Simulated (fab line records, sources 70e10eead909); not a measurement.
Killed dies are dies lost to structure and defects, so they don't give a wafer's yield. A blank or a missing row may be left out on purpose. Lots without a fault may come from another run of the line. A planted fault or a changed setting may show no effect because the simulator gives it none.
Chamber matching | flow nand_harc | NHARC_A_CHANNEL_FILL_D1_ALD_02 on ald_hk-03: 4 sister chambers
The step deposits SiO2, target thk 6 nm, pulse time 10 s, ald cycles 60. 4 wafers are shown with their chamber, then 7 later ones without.

WAFERS WITH THEIR CHAMBER
wafer  | chamber | heater_power_outer_w (W)
L925.6 | 2       | 299
L927.3 | 1       | 251
L928.3 | 3       | 260
L928.4 | 0       | 247

WAFERS WITHOUT THEIR CHAMBER
wafer  | heater_power_outer_w (W)
L928.6 | 254
L936.2 | 240
L936.4 | 254
L936.5 | 252
L937.1 | 257
L937.2 | 258
L937.4 | 299

WHICH CHAMBER EACH WENT THROUGH
wafer  | from the rows above          | in truth
L928.6 | can't be placed: 1 or 3 or 0 | 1
L936.2 | can't be placed: 0 or 1      | 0
L936.4 | can't be placed: 1 or 3 or 0 | 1
L936.5 | can't be placed: 1 or 0      | 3
L937.1 | can't be placed: 3 or 1      | 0
L937.2 | can't be placed: 3 or 1      | 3
L937.4 | 2                            | 2
Placed correctly: 1 of 7. Can't be placed from these rows: 6 (the true chamber is among the candidates in 4). Placed wrongly: 0.
How it was worked out, from the rows above alone: a wafer's distance from a chamber is the root of the sum, over the readings, of the square of ((its reading less the chamber's mean) divided by the reading's scatter). The wafer belongs to the nearest chamber; if the next one is less than 2 further off, it can't be placed. A chamber's mean is the mean of its shown wafers. The scatter: with one shown wafer a chamber, the root of the mean of the squares of how far each hidden wafer lies from its nearest shown one.
